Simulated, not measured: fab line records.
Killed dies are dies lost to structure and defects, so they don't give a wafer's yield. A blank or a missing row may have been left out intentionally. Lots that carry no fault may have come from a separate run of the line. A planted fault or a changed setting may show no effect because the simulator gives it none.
Matching of chambers -- flow n5Finfet -- 4 sister chambers for N5_HKMG_FIN_ETCH_31 on rieDiel-01
The step etches SiARC in CF4, target depth 45.5 nm, time 75.8 s. 20 wafers are shown with their chamber, then 10 later ones without.

## WAFERS, EACH WITH ITS CHAMBER
wafer,chamber,showerheadPlenumPTorr (Torr),drypumpMotorCurrentA (A),throttleValvePct (%)
L075.1,0,2.01,6.0,15.75
L075.4,3,2.18,5.7,15.90
L075.6,2,2.17,5.2,15.16
L077.4,2,2.17,5.2,15.18
L077.5,1,2.28,5.7,15.70
L077.6,2,2.17,5.2,15.16
L078.2,0,2.01,6.0,15.76
L078.4,2,2.17,5.2,15.18
L078.5,3,2.18,5.7,15.92
L083.1,2,2.16,5.2,15.19
L083.3,3,2.18,5.7,15.94
L083.4,0,2.01,6.0,15.77
L084.1,3,2.18,5.7,15.96
L084.4,0,2.01,6.0,15.78
L084.6,3,2.18,5.7,15.95
L086.3,2,2.16,5.2,15.22
L086.4,3,2.17,5.7,15.95
L086.6,3,2.17,5.7,15.98
L087.2,2,2.16,5.2,15.21
L087.3,0,2.01,6.1,15.79

SIGNATURES (averages over the wafers above)
reading,chamber 0,chamber 1,chamber 2,chamber 3,scatter within a chamber
showerheadPlenumPTorr,2.0100,2.2800,2.1657,2.1771,0.00443
drypumpMotorCurrentA,6.020,5.700,5.200,5.700,0.0224
throttleValvePct,15.7700,15.7000,15.1857,15.9429,0.0228
Rule: for each reading, subtract the chamber's mean from the wafer's reading, divide by that reading's scatter and square the result; add these up over the readings and take the root, which gives the wafer's distance from the chamber. The wafer belongs to the nearest chamber; if the next one is less than 2 further off, it can't be placed. The scatter: take each reading less its chamber's mean, square it, sum over the shown wafers, divide by the number of wafers less the number of chambers, and take the root.

## WAFERS WITH NO CHAMBER GIVEN
wafer,showerheadPlenumPTorr (Torr),drypumpMotorCurrentA (A),throttleValvePct (%)
L087.4,2.17,5.7,15.96
L089.2,2.27,5.7,15.75
L089.4,2.00,6.1,15.80
L089.5,2.27,5.7,15.73
L091.1,2.00,6.0,15.83
L091.5,2.17,5.7,15.99
L091.6,2.00,6.0,15.82
L093.2,2.17,5.7,15.98
L093.4,2.16,5.2,15.23
L093.6,2.00,6.1,15.81

## CHAMBER TAKEN BY EACH
wafer,from the rows above,in truth
L087.4,3,3
L089.2,1,1
L089.4,0,0
L089.5,1,1
L091.1,0,0
L091.5,3,3
L091.6,0,0
L093.2,3,3
L093.4,2,2
L093.6,0,0
Correct placement for 10 of the 10. Number that these rows cannot place: 0. Placed wrongly: 0.
